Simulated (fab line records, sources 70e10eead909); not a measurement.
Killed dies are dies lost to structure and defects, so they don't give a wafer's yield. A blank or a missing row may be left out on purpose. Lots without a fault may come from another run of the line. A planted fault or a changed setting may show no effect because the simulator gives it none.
fab line records | flow nand_harc
record lots=6 wafers=16 last_day=24
route steps=1159 shown THIN_TSV@1140 END@1159
lots that met no fault: from a run of the same line without faults
start_h: hours from the record's first day to the start of the lot's first wafer shown | wait_h: hours since the lot's step before | " the same as in the row above | L1.1+2: a row that stands for several wafers | - no value, or no start given | * or withheld: withheld | < > ~ a bound
route shown NAME@n: a module of which the file shows steps, and the number in the route of the first | usual: mean/standard deviation of fault-free wafers | same: alike in all rows | chamber/n: place in a boat | sites: the reading at each site | _std_site: their standard deviation | _edge_site: outer sites' mean less inner sites' | radius_mm: how far each site lies from the wafer's centre | mask NAME#n: copy n | behind: the tool/chamber that last shaped the wafer | hold: why the lot was held/for how many hours/how that ended | device: the transistor (n, p or np) that didn't switch | end of line: the same wafers' tests at the end of the route | a step without rows: its recipe alone | killed: dies lost to structure and defects at the first sort, not the wafer's yield | map: a wafer's dies, x killed, . not, _ none there
set.NAME: the setting as run; set.NAME@STEP: as run at that earlier step | model.NAME: the simulator's own value behind a step, which no gauge read
lots at some steps of the route; a table a step, a row a wafer
services: from which hour (start_h, from the record's first day; less than 0 if before it) a tool's chamber was out of use, for how many hours, and why
## steps
# step NHARC_THIN_TSV_DEHYDRATE_25
# recipe temp_c=150 time_s=120
# step NHARC_THIN_TSV_HMDS_26
# recipe time_s=30
# step NHARC_THIN_TSV_COAT_27
# recipe spin_rpm=*
# step NHARC_THIN_TSV_SOFTBAKE_28
# recipe temp_c=122 time_s=95
# step NHARC_THIN_TSV_EBR_29
# step NHARC_THIN_TSV_EXPOSE_30
# recipe na=0.55 dose_mj=11.47 mask_id=PAD
# step NHARC_THIN_TSV_PEB_31
# recipe peb_temp_c=118 peb_time_s=85
# step NHARC_THIN_TSV_DEVELOP_32
# recipe time_s=70
# step NHARC_THIN_TSV_CD_MEAS_33
# recipe target_cd_nm=5000 landing_energy_ev=500
# usual cd_nm=4999.8/1.9
# same landing_energy_ev=500
# columns lot.wafer tool chamber start_h wait_h cd_nm
L448.2 cd_sem-02 0 460.98 - 4998.1
L448.5 " 0 " " 4998.5
L452.1 cd_sem-01 0 466.13 - 5002.7
L452.5 " 0 " " 5002.1
L459.1 cd_sem-01 0 522.51 - 5002.8
L459.2 " 0 " " 5000.7
L459.3 " 0 " " 5001.5
L466.1 cd_sem-02 0 547.99 - 5000.2
L466.3 " 0 " " 5000.9
L466.5 " 0 " " 5000.6
L463.1 cd_sem-03 0 555.50 - 4999.6
L463.4 " 0 " " 5001.3
L463.5 " 0 " " 4999.0
L460.2 cd_sem-03 0 556.79 - 5004.5
L460.4 " 0 " " 5001.4
L460.5 " 0 " " 5002.2
# step NHARC_THIN_TSV_HARDBAKE_34
# recipe temp_c=125 time_s=80
# step NHARC_THIN_TSV_DESCUM_35
# recipe time_s=3 o2_flow_sccm=200 ar_flow_sccm=0 bias_power_w=0 chemistry=O2
# usual drypump_motor_current_A=5.5/0.41 oes_product_au=1.003/0.0086 rf_vpp_V=57.6/0.86 showerhead_plenum_p_Torr=1.88/0.07 throttle_valve_pct=11.313/0.0092
# columns lot.wafer tool chamber start_h wait_h drypump_motor_current_A oes_product_au rf_hours_counter_h rf_vpp_V showerhead_plenum_p_Torr throttle_valve_pct
L448.2 rie_diel-02 1 461.16 - 5.8 1.001 14 58.1 1.87 11.311
L448.5 " 0 " " 5.2 1.003 - 56.7 1.84 11.319
L452.1 rie_diel-02 3 466.32 - 5.9 1.002 15 58.3 1.85 11.328
L452.5 " 1 " " 5.8 1.004 - 57.6 1.87 11.311
L459.3 rie_diel-10 0 522.67 - 5.0 1.019 11 59.0 2.01 11.328
L459.2 " 1 " " 5.6 1.005 11 56.1 1.83 11.318
L459.1 " 3 " " 5.0 1.015 10 58.1 1.91 11.308
L466.1 rie_diel-10 2 548.15 - 6.4 1.007 1 56.2 1.98 11.313
L466.3 " 1 " " 5.6 0.999 0 56.2 1.83 11.299
L466.5 " 3 " " 5.0 1.016 - 58.5 1.91 11.326
L463.4 rie_diel-02 1 555.69 - 5.8 1.012 6 57.4 1.87 11.297
L463.1 " 2 " " 5.2 0.998 5 58.3 1.77 11.313
L463.5 " 3 " " 5.9 1.011 - 57.1 1.85 11.313
L460.2 rie_diel-08 3 556.98 - 5.5 0.989 4 56.3 1.91 11.313
L460.4 " 0 " " 5.7 0.996 5 57.4 1.94 11.328
L460.5 " 2 " " 6.0 0.996 - 57.4 1.93 11.295
# step NHARC_THIN_TSV_ETCH_59
# recipe target_depth_a=8800 icp_w=900 bias_w=100 Cl2_flow_sccm=60 bcl3_flow_sccm=30 time_s=138.1 chemistry=Cl2/BCl3
# usual drypump_motor_current_A=5.9/0.45 oes_product_au=1.003/0.0077 throttle_valve_pct=22.265/0.0092
# columns lot.wafer tool chamber start_h wait_h drypump_motor_current_A oes_product_au rf_hours_counter_h throttle_valve_pct
L448.2 rie_metal-01 0 461.34 0.2 5.7 1.017 - 22.269
L448.5 " 0 " " 5.7 1.009 - 22.272
L452.1 rie_metal-01 0 466.43 0.1 5.7 1.003 4.5 22.260
L452.5 " 1 " " 5.9 1.004 - 22.266
L459.2 rie_metal-02 0 522.80 0.1 5.5 0.997 3.2 22.248
L459.1 " 1 " " 5.4 1.006 3.2 22.261
L459.3 " 0 " " 5.5 1.006 - 22.275
L466.1 rie_metal-01 1 548.28 0.1 5.9 1.000 1.2 22.273
L466.3 " 0 " " 5.7 1.009 - 22.270
L466.5 " 0 " " 5.7 0.997 - 22.252
L463.1 rie_metal-02 0 555.79 0.1 5.5 1.000 4.6 22.267
L463.4 " 1 " " 5.4 0.996 - 22.255
L463.5 " 0 " " 5.5 1.014 - 22.294
L460.2 rie_metal-03 1 557.08 0.1 6.8 0.990 2.4 22.269
L460.4 " 1 " " 6.8 1.000 - 22.261
L460.5 " 0 " " 6.0 1.006 - 22.264
# step NHARC_THIN_TSV_ETCH_36
# recipe target_depth_a=650 over_etch_frac=0.3 time_s=18.571 ion_energy_ev=150 chemistry=Cl2/BCl3
# usual drypump_motor_current_A=5.9/0.45 oes_product_au=1.003/0.0072
# same over_etch_frac=0.3
# columns lot.wafer tool chamber start_h wait_h drypump_motor_current_A oes_product_au rf_hours_counter_h
L448.2 rie_metal-01 0 461.76 0.3 5.7 0.857 -
L448.5 " 0 " " 5.7 1.007 -
L452.1 rie_metal-01 1 466.70 0.2 5.9 0.850 3.4
L452.5 " 0 " " 5.7 1.008 -
L459.2 rie_metal-02 0 523.06 0.2 5.5 1.005 3.4
L459.1 " 1 " " 5.4 1.008 3.4
L459.3 " 0 " " 5.5 0.993 -
L466.1 rie_metal-01 1 548.54 0.2 5.9 1.002 1.4
L466.3 " 1 " " 5.9 1.008 -
L466.5 " 0 " " 5.7 0.992 -
L463.1 rie_metal-02 0 556.05 0.2 5.5 0.998 4.7
L463.4 " 0 " " 5.5 0.996 -
L463.5 " 0 " " 5.5 1.006 -
L460.2 rie_metal-03 1 557.34 0.2 6.8 1.009 2.6
L460.4 " 0 " " 6.0 0.999 -
L460.5 " 1 " " 6.8 0.990 -
# step NHARC_THIN_TSV_STRIP_56
# recipe power_w=1500 temp_c=250 chemistry=O2
# usual drypump_motor_current_A=6.1/0.31 heater_power_w=318/17
# columns lot.wafer tool chamber start_h wait_h drypump_motor_current_A heater_power_w rf_hours_counter_h
L448.2 plasma_asher-02 1 461.88 0.1 6.6 296 33
L448.5 " 1 " " 6.6 309 -
L452.1 plasma_asher-01 0 466.84 0.1 5.8 340 2
L452.5 " 1 " " 5.8 315 -
L459.1 plasma_asher-02 0 523.17 0.1 6.0 311 52
L459.2 " 1 " " 6.6 302 52
L459.3 " 0 " " 6.0 310 -
L466.1 plasma_asher-02 0 548.64 0.1 6.0 297 1
L466.3 " 1 " " 6.6 299 -
L466.5 " 1 " " 6.6 305 -
L463.1 plasma_asher-01 1 556.19 0.1 5.8 322 33
L463.4 " 0 " " 5.8 344 -
L463.5 " 1 " " 5.8 325 -
L460.2 plasma_asher-02 1 557.44 0.1 6.6 298 3
L460.4 " 1 " " 6.6 297 -
L460.5 " 0 " " 5.9 299 -
# step NHARC_END_SORT_01
# recipe temp_c=25
# usual defect_limited_yield=95.7/1.5 killed_at_array=25/9.8 killed_at_other=0.8/1.1 killed_at_periphery=3.3/2.1 killed_dies=29/10 killed_open=3.3/1.8 killed_short=1.9/1.4 sort_bin_2_pct=1.3/0.6 sort_bin_3_pct=0.25/0.23 sort_bin_4_pct=2.8/0.97 sort_n_pass=648/10 sort_rim_yield_pct=95/3.2 sort_yield_pct=95.7/1.5
# same gross_dies=677 sort_bin_5_pct[%]=0 sort_bin_6_pct[%]=0 sort_bin_7_pct[%]=0 sort_bin_8_pct[%]=0 sort_rim_n_gross=106.00
# columns lot.wafer tool chamber start_h wait_h defect_limited_yield[%] killed_at_array killed_at_other killed_at_periphery killed_dies killed_open killed_short sort_bin_2_pct[%] sort_bin_3_pct[%] sort_bin_4_pct[%] sort_n_pass sort_rim_yield_pct[%] sort_yield_pct[%]
L448.2 prober-02 0 481.10 2.8 98.1 6 1 6 13 2 1 0.7 0.15 1.0 664 97 98.1
L448.5 prober-02 0 483.53 3.7 97.6 13 0 3 16 6 1 0.6 0 1.8 661 98 97.6
L452.1 prober-01 0 483.54 2.5 95.9 25 0 3 28 3 4 1.0 0 3.1 649 96 95.9
L452.5 prober-01 0 486.72 3.7 97.9 11 0 3 14 3 2 0.4 0 1.6 663 96 97.9
L459.1 prober-01 0 531.43 2.5 94.8 29 2 4 35 3 3 1.3 1.03 2.8 642 89 94.8
L459.2 prober-01 0 532.23 2.8 94.4 35 1 2 38 7 3 1.6 0.30 3.7 639 95 94.4
L459.3 prober-01 0 533.03 3.1 94.1 35 2 3 40 4 3 1.9 0.44 3.5 637 87 94.1
L466.1 prober-02 0 556.01 2.5 94.7 29 0 7 36 2 0 1.8 0.59 3.0 641 95 94.7
L466.3 prober-02 0 557.62 3.1 93.6 39 2 2 43 6 3 2.1 0.44 3.8 634 95 93.6
L466.5 prober-02 0 559.22 3.7 94.4 33 0 5 38 6 2 1.6 0.44 3.5 639 91 94.4
L463.1 prober-02 0 565.23 2.5 94.7 34 0 2 36 1 2 1.0 0.15 4.1 641 84 94.7
L463.4 prober-02 0 567.64 3.4 93.2 45 1 0 46 4 0 2.1 0.15 4.6 631 93 93.2
L463.5 prober-02 0 568.44 3.7 92.9 46 0 2 48 5 1 2.1 0.15 4.9 629 92 92.9
L460.2 prober-01 0 572.34 2.8 95.3 27 0 5 32 3 3 1.0 0.15 3.5 645 95 95.3
L460.4 prober-01 0 573.94 3.4 97.9 12 1 1 14 2 2 0.7 0.15 1.2 663 95 97.9
L460.5 prober-01 0 574.75 3.7 94.8 31 1 3 35 3 0 1.8 0.44 3.0 642 93 94.8
# killed by level:class
L448.2 P_ZERO_WELL:chamber_film_flake=4 P_M1:geometric_particle:open=1 A_CHANNEL_FILL_D1:geometric_particle:short=1 A_M0:geometric_particle:open=1 P_GATE:chamber_film_flake=1 A_CHANNEL_HOLE_D1:chamber_film_flake=1 A_WL_FILL:chamber_film_flake=1 A_CONTACT:chamber_film_flake=1
L448.5 A_CONTACT:geometric_particle:open=2 P_ZERO_WELL:chamber_film_flake=2 A_CHANNEL_HOLE_D1:chamber_film_flake=2 A_STAIRCASE:chamber_film_flake=2 P_CONTACT:geometric_particle:open=1 A_ONON_D1:geometric_particle:short=1 A_SGD_CUT:geometric_particle:open=1 A_WL_FILL:geometric_particle:open=1
L452.1 A_CHANNEL_HOLE_D1:chamber_film_flake=11 A_STAIRCASE:chamber_film_flake=4 A_WL_FILL:geometric_particle:short=2 P_STI:chamber_film_flake=2 A_CHANNEL_FILL_D1:geometric_particle:open=1 A_CONTACT:geometric_particle:open=1 A_M0:geometric_particle:open=1 A_M0:geometric_particle:short=1
L452.5 A_CHANNEL_HOLE_D1:chamber_film_flake=4 P_ZERO_WELL:chamber_film_flake=2 A_SLIT:geometric_particle:short=1 A_WL_FILL:geometric_particle:open=1 A_CONTACT:geometric_particle:open=1 A_CONTACT:geometric_particle:short=1 A_M0:geometric_particle:open=1 P_STI:chamber_film_flake=1
L459.1 A_CHANNEL_HOLE_D1:chamber_film_flake=12 A_WL_FILL:chamber_film_flake=4 A_CONTACT:chamber_film_flake=4 P_STI:chamber_film_flake=3 A_STAIRCASE:chamber_film_flake=3 A_M1:geometric_particle:open=2 THIN_TSV:chamber_film_flake=2 A_ONON_D1:geometric_particle:short=1
L459.2 A_CHANNEL_HOLE_D1:chamber_film_flake=15 A_STAIRCASE:chamber_film_flake=6 A_CONTACT:chamber_film_flake=3 A_SGD_CUT:geometric_particle:short=2 A_CONTACT:geometric_particle:open=2 A_WL_FILL:chamber_film_flake=2 P_GATE:geometric_particle:open=1 P_CONTACT:geometric_particle:open=1
L459.3 A_CHANNEL_HOLE_D1:chamber_film_flake=15 A_CONTACT:chamber_film_flake=10 A_ONON_D1:geometric_particle:short=3 A_STAIRCASE:chamber_film_flake=3 THIN_TSV:chamber_film_flake=2 P_M0:geometric_particle:open=1 A_SLIT:geometric_particle:open=1 A_WL_FILL:geometric_particle:open=1
L466.1 A_SLIT:chamber_film_flake=16 A_CHANNEL_HOLE_D1:chamber_film_flake=5 A_STAIRCASE:chamber_film_flake=5 P_GATE:chamber_film_flake=4 A_WL_FILL:chamber_film_flake=2 P_GATE:geometric_particle:open=1 P_CONTACT:geometric_particle:open=1 P_ZERO_WELL:chamber_film_flake=1
L466.3 A_SLIT:chamber_film_flake=11 A_CHANNEL_HOLE_D1:chamber_film_flake=10 A_CONTACT:chamber_film_flake=7 A_CONTACT:geometric_particle:open=5 A_STAIRCASE:chamber_film_flake=3 P_M0:geometric_particle:short=2 THIN_TSV:chamber_film_flake=2 A_ONON_D1:geometric_particle:open=1
L466.5 A_CHANNEL_HOLE_D1:chamber_film_flake=10 A_SLIT:chamber_film_flake=10 A_STAIRCASE:chamber_film_flake=4 A_CONTACT:chamber_film_flake=4 P_M0:geometric_particle:open=2 P_STI:geometric_particle:open=1 P_CONTACT:geometric_particle:open=1 P_M0:geometric_particle:short=1
L463.1 A_CHANNEL_HOLE_D1:chamber_film_flake=16 A_SLIT:chamber_film_flake=9 A_CONTACT:chamber_film_flake=5 P_CONTACT:geometric_particle:short=1 A_CHANNEL_FILL_D1:geometric_particle:short=1 A_CONTACT:geometric_particle:open=1 P_STI:chamber_film_flake=1 A_STAIRCASE:chamber_film_flake=1
L463.4 A_SLIT:chamber_film_flake=18 A_CHANNEL_HOLE_D1:chamber_film_flake=13 A_STAIRCASE:chamber_film_flake=5 A_CONTACT:chamber_film_flake=4 A_WL_FILL:geometric_particle:open=2 A_CHANNEL_FILL_D1:geometric_particle:open=1 A_BLC:geometric_particle:open=1 A_BLC:chamber_film_flake=1
L463.5 A_SLIT:chamber_film_flake=21 A_CHANNEL_HOLE_D1:chamber_film_flake=15 A_STAIRCASE:chamber_film_flake=3 A_CONTACT:chamber_film_flake=2 P_CONTACT:geometric_particle:open=1 P_M0:geometric_particle:open=1 A_CHANNEL_FILL_D1:geometric_particle:open=1 A_SGD_CUT:geometric_particle:open=1
L460.2 A_CHANNEL_HOLE_D1:chamber_film_flake=20 A_STAIRCASE:chamber_film_flake=2 P_GATE:chamber_film_flake=2 A_CONTACT:chamber_film_flake=2 P_STI:geometric_particle:open=1 P_CONTACT:geometric_particle:short=1 P_M0:geometric_particle:open=1 A_CHANNEL_FILL_D1:geometric_particle:open=1
L460.4 A_CHANNEL_HOLE_D1:chamber_film_flake=8 A_CHANNEL_FILL_D1:geometric_particle:short=1 A_WL_FILL:geometric_particle:short=1 A_WL_FILL:geometric_particle:open=1 A_CONTACT:geometric_particle:open=1 P_ZERO_WELL:chamber_film_flake=1 THIN_TSV:chamber_film_flake=1
L460.5 A_CHANNEL_HOLE_D1:chamber_film_flake=21 A_CONTACT:chamber_film_flake=4 A_STAIRCASE:chamber_film_flake=2 P_M1:geometric_particle:open=1 A_ONON_D1:geometric_particle:open=1 A_CONTACT:geometric_particle:open=1 P_ZERO_WELL:chamber_film_flake=1 P_GATE:chamber_film_flake=1
## services
# columns tool chamber start_h hours kind
rie_metal-01 1 448.59 15.4 repair
rie_diel-02 3 451.06 3.0 repair
plasma_asher-01 - 453.00 9.0 pm
rie_metal-03 - 453.00 9.0 pm
rie_diel-02 1 456.85 2.5 repair
rie_diel-02 0 459.57 - clean
rie_diel-08 - 478.82 9.0 pm
plasma_asher-01 - 484.49 3.4 repair
rie_diel-02 0 492.53 2.7 repair
rie_diel-02 1 495.84 4.4 repair
rie_diel-02 - 504.86 9.0 pm
rie_metal-01 - 509.00 9.0 pm
rie_metal-01 0 509.00 9.0 vent_cycle
rie_metal-01 1 509.00 9.0 vent_cycle
rie_metal-01 0 518.00 - clean
rie_metal-01 1 518.00 - clean
rie_diel-10 - 530.53 9.0 pm
plasma_asher-02 - 537.55 9.0 pm
plasma_asher-02 0 537.55 9.0 vent_cycle
plasma_asher-02 1 537.55 9.0 vent_cycle
rie_diel-02 0 542.04 8.0 repair
plasma_asher-02 0 546.55 - clean
plasma_asher-02 1 546.55 - clean
rie_diel-02 2 550.23 3.1 repair
## key
first_sign step=NHARC_THIN_TSV_ETCH_36 reading=oes_product_au direction=down sigmas=21 usual=1.003 struck=0.854
effect none on later readings
met_at NHARC_THIN_TSV_ETCH_36
struck_wafers L448.2,L452.1
fault kind=process_parameter_drift tool=rie_metal-01 chamber=- onset_h=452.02 steps=NHARC_THIN_TSV_ETCH_36 channel=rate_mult offset=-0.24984 shape=step end_h=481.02 scope=struck_wafers_only
